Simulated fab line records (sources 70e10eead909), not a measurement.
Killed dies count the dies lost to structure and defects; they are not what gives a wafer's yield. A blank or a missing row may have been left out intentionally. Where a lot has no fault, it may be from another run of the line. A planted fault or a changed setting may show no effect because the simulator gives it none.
Which tool was responsible? + flow nandHarc + Sampling: 11 lots, 33 wafers, 4 of 1159 route steps

## WHAT EACH GAUGE READ, for each wafer
NHARC_A_SOURCE_PLATE_THK_MEAS_06: measures by ellipsometry. Usual: thkNm at 199.3 nm, with a standard deviation of 1.8.
| lot  | measured     | on           | thkNm (nm)        | flag |
|------|--------------|--------------|-------------------|------|
| L518 | day 7 20:53  | filmMetro-02 | 199.3 198.7 200.2 |      |
| L519 | day 7 20:53  | filmMetro-01 | 197.1 197.5 199.1 |      |
| L521 | day 8 13:39  | filmMetro-02 | 198.4 199.2 197.2 |      |
| L520 | day 8 13:39  | filmMetro-01 | 199.1 198.1 195.1 |      |
| L522 | day 8 22:02  | filmMetro-01 | 197.3 199.2 200.0 |      |
| L528 | day 10 14:44 | filmMetro-02 | 200.3 198.5 199.3 |      |
| L533 | day 11 20:13 | filmMetro-01 | 201.5 201.0 199.5 |      |
| L536 | day 12 04:57 | filmMetro-01 | 198.7 198.0 197.7 |      |
| L537 | day 12 04:56 | filmMetro-01 | 199.1 198.5 199.1 |      |
| L539 | day 12 21:31 | filmMetro-02 | 201.1 198.8 198.3 |      |
| L540 | day 13 01:15 | filmMetro-01 | 202.1 202.3 200.3 |      |

NHARC_A_ONON_D1_THK_MEAS_34: measures by ellipsometry. Usual: thkNm at 200.2 nm, with a standard deviation of 2.6.
| lot  | measured     | on           | thkNm (nm)        | flag |
|------|--------------|--------------|-------------------|------|
| L518 | day 8 09:50  | filmMetro-01 | 198.3 198.0 202.9 |      |
| L519 | day 8 09:41  | filmMetro-02 | 195.0 196.3 198.7 |      |
| L521 | day 9 02:32  | filmMetro-02 | 200.7 203.6 203.4 |      |
| L520 | day 9 02:25  | filmMetro-02 | 198.8 199.9 202.7 |      |
| L522 | day 9 11:00  | filmMetro-02 | 199.4 200.0 198.0 |      |
| L528 | day 11 04:03 | filmMetro-02 | 200.5 198.3 176.4 | OFF  |
| L533 | day 12 09:16 | filmMetro-01 | 196.6 198.4 199.1 |      |
| L536 | day 12 17:41 | filmMetro-01 | 202.2 197.9 202.4 |      |
| L537 | day 12 17:42 | filmMetro-01 | 198.6 197.1 203.9 |      |
| L539 | day 13 12:21 | filmMetro-01 | 197.3 196.2 199.8 |      |
| L540 | day 13 12:29 | filmMetro-01 | 197.5 200.9 203.8 |      |

## EACH LOT AND THE TOOL THAT RAN IT (in order: tool; ch and the chambers of the sampled wafers; start)
| lot  | NHARC_A_ZERO_WELL_ETCH_19         | NHARC_A_ONON_D1_DEP_33          |
|------|-----------------------------------|---------------------------------|
| L518 | rieDiel-13 ch 0,3, day 6 22:56    | pecvd-01 ch 1,2, day 8 09:25    |
| L519 | rieDiel-10 ch 1,2,3, day 6 23:52  | pecvd-02 ch 0,1,2, day 8 09:19  |
| L521 | rieDiel-08 ch 2,3, day 7 15:22    | pecvd-03 ch 1,2, day 9 02:11    |
| L520 | rieDiel-13 ch 1,2,3, day 7 16:07  | pecvd-01 ch 1,2, day 9 02:00    |
| L522 | rieDiel-08 ch 0,2,3, day 7 21:43  | pecvd-02 ch 0,1,2, day 9 10:35  |
| L528 | rieDiel-13 ch 0,1,2, day 9 15:52  | pecvd-03 ch 0,1,2, day 11 03:41 |
| L533 | rieDiel-10 ch 0,1,2, day 10 20:29 | pecvd-02 ch 0,1,2, day 12 08:51 |
| L536 | rieDiel-13 ch 1,2,3, day 11 03:42 | pecvd-02 ch 0,1,2, day 12 17:19 |
| L537 | rieDiel-10 ch 1,2, day 11 04:37   | pecvd-01 ch 0,1, day 12 17:17   |
| L539 | rieDiel-10 ch 1,2,3, day 11 23:09 | pecvd-02 ch 0,2, day 13 11:59   |
| L540 | rieDiel-10 ch 0,2, day 12 03:28   | pecvd-01 ch 0,2, day 13 12:05   |
- NHARC_A_ZERO_WELL_ETCH_19: etches the open film in N2/H2, target depth 80 nm, overetch 24 nm, time 87.88 s.
- NHARC_A_ONON_D1_DEP_33: deposits SiO2, target thk 200 nm.

## AS READ BY THE TOOLS THEMSELVES (means over the sampled wafers that have a number; for cases with no such wafer, the mark the record gives instead)
NHARC_A_ZERO_WELL_ETCH_19. Usual: biasW 150.1 W, standard deviation 0.45; drypumpMotorCurrentA 5.8 A, standard deviation 0.36; oesProductAu 0.996 a.u., standard deviation 0.0077; rfVppV 429.6 V, standard deviation 2.6; showerheadPlenumPTorr 2.01 Torr, standard deviation 0.091; throttleValvePct 14.171 %, standard deviation 0.0097.
| lot  | tool       | biasW (W) | drypumpMotorCurrentA (A) | oesProductAu (a.u.) | rfVppV (V) | showerheadPlenumPTorr (Torr) | throttleValvePct (%) | flag |
|------|------------|-----------|--------------------------|---------------------|------------|------------------------------|----------------------|------|
| L518 | rieDiel-13 | 150.2     | 6.1                      | 0.999               | 432.9      | 2.13                         | 14.167               |      |
| L519 | rieDiel-10 | 149.9     | 5.9                      | 0.991               | 429.2      | 1.97                         | 14.176               |      |
| L521 | rieDiel-08 | 149.8     | 5.6                      | 0.998               | 428.0      | 1.94                         | 14.183               |      |
| L520 | rieDiel-13 | 150.0     | 5.5                      | 0.994               | 430.7      | 2.02                         | 14.170               |      |
| L522 | rieDiel-08 | 150.2     | 5.9                      | 0.996               | 428.2      | 1.96                         | 14.172               |      |
| L528 | rieDiel-13 | 150.1     | 5.9                      | 1.002               | 431.6      | 2.08                         | 14.176               |      |
| L533 | rieDiel-10 | 150.3     | 5.6                      | 0.989               | 429.4      | 1.99                         | 14.169               |      |
| L536 | rieDiel-13 | 149.9     | 5.5                      | 1.001               | 430.1      | 2.01                         | 14.170               |      |
| L537 | rieDiel-10 | 150.3     | 5.7                      | 1.001               | 429.6      | 2.00                         | 14.183               |      |
| L539 | rieDiel-10 | 150.3     | 5.9                      | 0.999               | 428.4      | 1.97                         | 14.169               |      |
| L540 | rieDiel-10 | 150.1     | 5.8                      | 0.998               | 430.0      | 1.99                         | 14.168               |      |

NHARC_A_ONON_D1_DEP_33. Usual: chamberPressureTorr 6.498 Torr, standard deviation 0.013; heaterPowerW 591 W, standard deviation 86; rfFwdPowerW 898.0 W, standard deviation 2.9; showerheadVppV 1880 V, standard deviation 80; throttleValvePct 16.2 %, standard deviation 0.58.
| lot  | tool     | chamberPressureTorr (Torr) | heaterPowerW (W) | rfFwdPowerW (W) | showerheadVppV (V) | throttleValvePct (%) | flag |
|------|----------|----------------------------|------------------|-----------------|--------------------|----------------------|------|
| L518 | pecvd-01 | 6.486                      | 547              | 895.3           | 1865               | 15.6                 |      |
| L519 | pecvd-02 | 6.504                      | 629              | 897.4           | 1854               | 16.2                 |      |
| L521 | pecvd-03 | 6.495                      | 675              | 900.8           | 2020               | 16.0                 |      |
| L520 | pecvd-01 | 6.513                      | 539              | 897.1           | 1870               | 15.6                 |      |
| L522 | pecvd-02 | 6.489                      | 644              | 896.5           | 1863               | 16.1                 |      |
| L528 | pecvd-03 | 6.509                      | 581              | 775.5           | 1751               | 16.3                 | OFF  |
| L533 | pecvd-02 | 6.491                      | 618              | 895.8           | 1862               | 16.4                 |      |
| L536 | pecvd-02 | 6.502                      | 631              | 898.8           | 1879               | 16.4                 |      |
| L537 | pecvd-01 | 6.510                      | 575              | 896.7           | 1867               | 16.0                 |      |
| L539 | pecvd-02 | 6.487                      | 692              | 894.1           | 1867               | 16.3                 |      |
| L540 | pecvd-01 | 6.492                      | 507              | 894.8           | 1897               | 16.1                 |      |

## THE ANSWER, worked out from the rows above alone
Rule: a lot is off if the mean of its wafers that have a number lies more than 3 standard deviations from the usual mean. Also off: a lot with no number at a reading for which 4 or more lots have one. Where the step has rows for the other lots, those lots are counted as sound. After the gauges, taken in route order, come the tools' own readings; for these a lot's mean is taken, as printed above. The first step at which some lot is off is used, and at that step the reading that is off furthest; a lot without a number counts as furthest.
Off at NHARC_A_ONON_D1_THK_MEAS_34 (thkNm): L528.
A tool fits if, at a process step before that reading, it ran every lot that is off, and no sound lot after the first of them. The gauges at NHARC_A_ONON_D1_THK_MEAS_34 aren't tried: what is off there is off at NHARC_A_ONON_D1_DEP_33 too, on other tools, and a gauge's error can't cause that. One fits: NHARC_A_ONON_D1_DEP_33 on pecvd-03. Its last sound lot is L521 (day 9 02:11), its first lot that is off L528 (day 11 03:41): a fault that began between those two fits.
On the lots that are off, the tool's own readings at NHARC_A_ONON_D1_DEP_33 differ by more than 5 times the standard deviation of the sound lots' means, which bears it out; rfFwdPowerW reads 775.5 W there versus 896.7 W on the sound lots.

## WHAT THE SIMULATOR HAD PUT IN
pecvd-03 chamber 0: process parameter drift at NHARC_A_ONON_D1_DEP_33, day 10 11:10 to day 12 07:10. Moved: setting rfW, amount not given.
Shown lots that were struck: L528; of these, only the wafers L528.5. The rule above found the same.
